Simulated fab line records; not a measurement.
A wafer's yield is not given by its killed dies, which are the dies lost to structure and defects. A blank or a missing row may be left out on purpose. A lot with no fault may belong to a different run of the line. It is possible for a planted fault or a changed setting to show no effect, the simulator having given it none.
Which tool is to blame?    flow n5_finfet    route of 1938 steps, sampled at 1 step: 9 lots, 27 wafers

## WHAT THE GAUGES READ, wafer by wafer
N5_MOL_CONTACT_COAG_INSPECT_97: inspects for defects (darkfield).
lot   measured      on                 raw_defect_count
L607  day 5 18:36   defect_inspect-02  27 41 74
L610  day 6 08:45   defect_inspect-01  64 52 39
L612  day 6 23:33   defect_inspect-02  49 24 49
L614  day 7 17:24   defect_inspect-02  32 39 30
L618  day 8 10:45   defect_inspect-02  40 22 29
L620  day 9 00:32   defect_inspect-02  42 47 31
L624  day 9 19:33   defect_inspect-02  55 26 41
L628  day 10 21:35  defect_inspect-01  48 49 58
L629  day 11 01:23  defect_inspect-01  27 39 45

## WHAT TOOL EACH LOT RAN ON (gives the tool, then ch and the chambers of the sampled wafers, and finally the start)
No process step before these readings appears in the record.

## THE ANSWER, worked out from the rows above alone
Rule: the lots themselves supply what counts as usual. The widest of any qualifying gaps counts: lots, ordered by their means at a reading, are off when they make up no more than a third of the lots, leave a main group of 4 or more, and stand apart from it by 3 or more times the standard deviation of that group's means. A main group is skipped when, at the precision printed for the reading in the tables above, its means are all equal. Also off: a lot with no number at a reading for which 4 or more lots have one. Any other lot the step has rows for is counted as sound.
None of the lots is off at any reading shown; this tells nothing.

## WHAT THE SIMULATOR PUT IN
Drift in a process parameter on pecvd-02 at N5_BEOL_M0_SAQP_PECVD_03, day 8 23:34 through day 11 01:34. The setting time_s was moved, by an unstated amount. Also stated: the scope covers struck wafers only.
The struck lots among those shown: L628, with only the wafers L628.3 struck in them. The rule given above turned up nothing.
